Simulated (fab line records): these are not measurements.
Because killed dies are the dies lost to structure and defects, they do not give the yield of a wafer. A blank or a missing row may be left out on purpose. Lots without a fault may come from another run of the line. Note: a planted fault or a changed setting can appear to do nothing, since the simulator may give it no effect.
Comparing a struck lot with a sound one ; flow nand harc ; 13 steps out of a route of 1159
Sound: these wafers, L549.3, L549.5, L549.6. Wafers L559.3, L559.5, L559.6 were the ones struck. Last of all comes the cause.
Per side, at each step with rows, come the tool, then ch with its chambers, and then its first start. Under that, the readings that differ: sound wafers ; struck wafers ; difference of the means ; sigmas: that difference in standard deviations of wafers without a fault.
alike: readings with means less than 2 such deviations apart, plus words and numbers identical on both sides. not compared: withheld readings, readings lacking a value on some wafer, bounds such as >300 that could conceal the same value, and numbers that have no deviation in the record and whose values overlap.
Wherever a step has rows on one side only, a row that says differs or no value, or a row with sigmas, the two part there. When numbers do not overlap yet have no deviation, they are printed without sigmas and do not part them. Lack of a reading on every wafer of one side parts them only where that side has two or more wafers.

first, 1 step without rows for these wafers: NHARC_P_CONTACT_SRD_26.
NHARC_P_CONTACT_INSPECT_27:
  sound on defect inspect-02 at day 8 11:30; struck on defect inspect-02 at day 10 22:26
  alike: raw defect count
then, 9 steps without rows for these wafers: NHARC_P_M0_DEP_00 (deposits SiOC, target thk 150 nm); NHARC_P_M0_DEHYDRATE_01 (time 120 s); NHARC_P_M0_HMDS_02 (time 30 s); NHARC_P_M0_COAT_33 (time 65 s); NHARC_P_M0_COAT_03 (resist thk 90 nm); NHARC_P_M0_SOFTBAKE_04 (time 55 s); NHARC_P_M0_EBR_05; NHARC_P_M0_EXPOSE_06 (exposes mask P M0, target cd 90 nm); NHARC_P_M0_PEB_07 (peb time 65 s).
NHARC_P_M0_DEVELOP_08: develop time 35 s.
  struck on litho track-01, day 10 23:00; sound on litho track-04 ch 0, day 8 12:00
  no value came back on the struck wafers for chill plate temp C (C), develop time s (s); on the sound wafers chill plate temp C (C) reads 23.04 23.07 22.92
NHARC_P_M0_CD_MEAS_09: target cd 90 nm.
  sound on cd sem-02 ch 0, day 8 12:24; struck on cd sem-02 ch 0, day 10 23:21
reading;sound;struck;difference;sigmas
cd nm (nm);88.7 88.3 90.1;- - -;no value on the struck wafers;

## WHERE THEY PART
At NHARC_P_M0_DEVELOP_08 first; at NHARC_P_M0_CD_MEAS_09 last (within this record only).

WHY: what had been put in by the simulator
Step skipped in full: litho track-01, at NHARC_P_M0_DEVELOP_08, from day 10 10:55 onward. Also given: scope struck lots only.
